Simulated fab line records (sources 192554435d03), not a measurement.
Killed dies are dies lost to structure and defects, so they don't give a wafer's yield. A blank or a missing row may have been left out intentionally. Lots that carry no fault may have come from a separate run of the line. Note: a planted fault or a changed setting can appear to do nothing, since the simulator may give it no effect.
Which tool is to blame? | flow n5 finfet | 12 lots with 36 wafers sampled at 3 steps, on a route of 1938 steps

## WHAT EACH GAUGE READ, for each wafer
N5_GATE_CUT_THK_MEAS_24.
lot  | measured     | on            | GC_FILL_THK (nm)
L075 | day 5 00:02  | film metro-02 | 217.1 218.8 216.8
L076 | day 5 11:11  | film metro-01 | 219.5 218.2 219.4
L079 | day 5 23:17  | film metro-02 | 217.5 218.9 216.8
L081 | day 6 07:05  | film metro-02 | 217.8 221.4 222.7
L083 | day 6 20:04  | film metro-02 | 219.3 219.1 217.0
L085 | day 7 09:01  | film metro-02 | 219.8 220.8 221.2
L087 | day 7 21:41  | film metro-02 | 220.5 218.8 223.6
L089 | day 8 06:40  | film metro-02 | 213.5 218.5 221.0
L090 | day 8 21:47  | film metro-02 | 218.3 218.9 220.4
L093 | day 9 18:13  | film metro-01 | 219.4 219.7 217.4
L095 | day 10 00:40 | film metro-01 | 216.2 217.7 219.2
L097 | day 10 14:25 | film metro-01 | 218.9 222.1 222.4

## WHAT TOOL EACH LOT RAN ON (gives the tool, then ch and the chambers of the sampled wafers, and finally the start)
lot  | N5_GATE_CUT_VAPOR_ETCH_51        | N5_GATE_CUT_STRIP_21
L075 | rie metal-02 ch 0,1, day 4 22:02 | plasma asher-02 ch 0,1, day 4 22:05
L076 | rie metal-01 ch 0,1, day 5 08:54 | plasma asher-02 ch 1, day 5 08:57
L079 | rie metal-02 ch 0,1, day 5 21:09 | plasma asher-02 ch 0,1, day 5 21:12
L081 | rie metal-03 ch 0,1, day 6 05:05 | plasma asher-02 ch 0,1, day 6 05:08
L083 | rie metal-02 ch 0,1, day 6 18:05 | plasma asher-02 ch 0,1, day 6 18:08
L085 | rie metal-02 ch 0,1, day 7 06:32 | plasma asher-02 ch 0,1, day 7 06:36
L087 | rie metal-03 ch 0,1, day 7 19:37 | plasma asher-01 ch 0,1, day 7 19:40
L089 | rie metal-03 ch 0,1, day 8 04:41 | plasma asher-01 ch 0,1, day 8 04:44
L090 | rie metal-01 ch 0,1, day 8 19:48 | plasma asher-01 ch 1, day 8 19:51
L093 | rie metal-01 ch 0,1, day 9 15:19 | plasma asher-01 ch 0,1, day 9 15:23
L095 | rie metal-03 ch 0,1, day 9 22:40 | plasma asher-01 ch 0,1, day 9 22:43
L097 | rie metal-02 ch 1, day 10 12:07  | plasma asher-02 ch 0,1, day 10 12:11
- N5_GATE_CUT_VAPOR_ETCH_51: etches HfO2 in BCl3/Cl2.
- N5_GATE_CUT_STRIP_21: strips in N2/H2, time 30 s.

## THE ANSWER, worked out from the rows above alone
Rule: usual is defined by the lots themselves. Put in order of their means at a reading, lots are off if they are a third of the lots or fewer, leave a main group of 4 or more, and stand apart from it by a gap of 3 or more times the standard deviation of the main group's means; of several such gaps the widest counts. The tables above print the reading to a certain number of digits; a main group whose means all agree to those digits is not used. Also off: a lot with no number at a reading for which 4 or more lots have one. All remaining lots with rows at the step are treated as sound.
Nothing can be told from this: no lot is off at any reading shown.

## WHAT WAS PUT IN BY THE SIMULATOR
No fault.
